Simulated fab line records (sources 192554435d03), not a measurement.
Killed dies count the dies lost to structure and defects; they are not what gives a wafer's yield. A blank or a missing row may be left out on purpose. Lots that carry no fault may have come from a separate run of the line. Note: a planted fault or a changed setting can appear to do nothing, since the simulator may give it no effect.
Which tool was responsible? + flow n5Finfet + 12 lots, 36 wafers sampled, at 2 steps of a route of 1938

== WHAT THE GAUGES SHOWED, per wafer ==
N5_BEOL_M4_RS_MEAS_58: measures by four-point-probe.
| lot  | measured     | on           | M4_RS (ohm/sq)    |
|------|--------------|--------------|-------------------|
| L076 | day 7 21:32  | filmMetro-02 | 0.666 0.683 0.651 |
| L077 | day 8 15:23  | filmMetro-02 | 0.680 0.644 0.640 |
| L079 | day 9 08:28  | filmMetro-02 | 0.705 0.651 0.666 |
| L082 | day 9 21:33  | filmMetro-01 | 0.694 0.666 0.682 |
| L083 | day 10 02:28 | filmMetro-02 | 0.714 0.648 0.702 |
| L085 | day 10 22:43 | filmMetro-02 | 0.634 0.704 0.667 |
| L087 | day 11 16:20 | filmMetro-01 | 0.706 0.690 0.675 |
| L090 | day 12 01:26 | filmMetro-01 | 0.641 0.656 0.637 |
| L089 | day 12 13:01 | filmMetro-01 | 0.644 0.625 0.634 |
| L094 | day 12 18:30 | filmMetro-01 | 0.695 0.660 0.674 |
| L095 | day 12 23:44 | filmMetro-02 | 0.737 0.702 0.697 |
| L097 | day 13 23:41 | filmMetro-02 | 0.724 0.683 0.689 |

== WHICH TOOL RAN EACH LOT (tool, then ch and the chambers of the sampled wafers, then the start) ==
| lot  | N5_BEOL_M4_CMP_52             |
|------|-------------------------------|
| L076 | cmp-04 ch 0,1,2, day 7 20:59  |
| L077 | cmp-03 ch 1,2, day 8 14:48    |
| L079 | cmp-03 ch 0,1,2, day 9 07:56  |
| L082 | cmp-02 ch 0,2,3, day 9 21:06  |
| L083 | cmp-03 ch 1,2,3, day 10 01:48 |
| L085 | cmp-03 ch 1,3, day 10 22:08   |
| L087 | cmp-03 ch 1,2,3, day 11 15:47 |
| L090 | cmp-02 ch 1,3, day 12 00:48   |
| L089 | cmp-02 ch 0,1,2, day 12 12:28 |
| L094 | cmp-04 ch 0,1,3, day 12 17:56 |
| L095 | cmp-03 ch 1,2,3, day 12 23:13 |
| L097 | cmp-04 ch 0,2,3, day 13 23:13 |
- N5_BEOL_M4_CMP_52: polishes, stops on SiOC, t overpolish 6.8 s, target thk 40 nm.

== THE ANSWER, worked out from the rows above alone ==
Rule: what is usual is taken from the lots themselves. Put in order of their means at a reading, lots are off if they are a third of the lots or fewer, leave a main group of 4 or more, and stand apart from it by a gap of 3 or more times the standard deviation of the main group's means; of several such gaps the widest counts. A main group whose means are all the same, to the digits that the tables above print for the reading, isn't used. A lot without any number at a reading at which 4 lots or more have one is off too. Where the step has rows for the other lots, those lots are counted as sound.
No lot is off at any reading shown: from this, nothing can be told.

== WHAT THE SIMULATOR PUT IN ==
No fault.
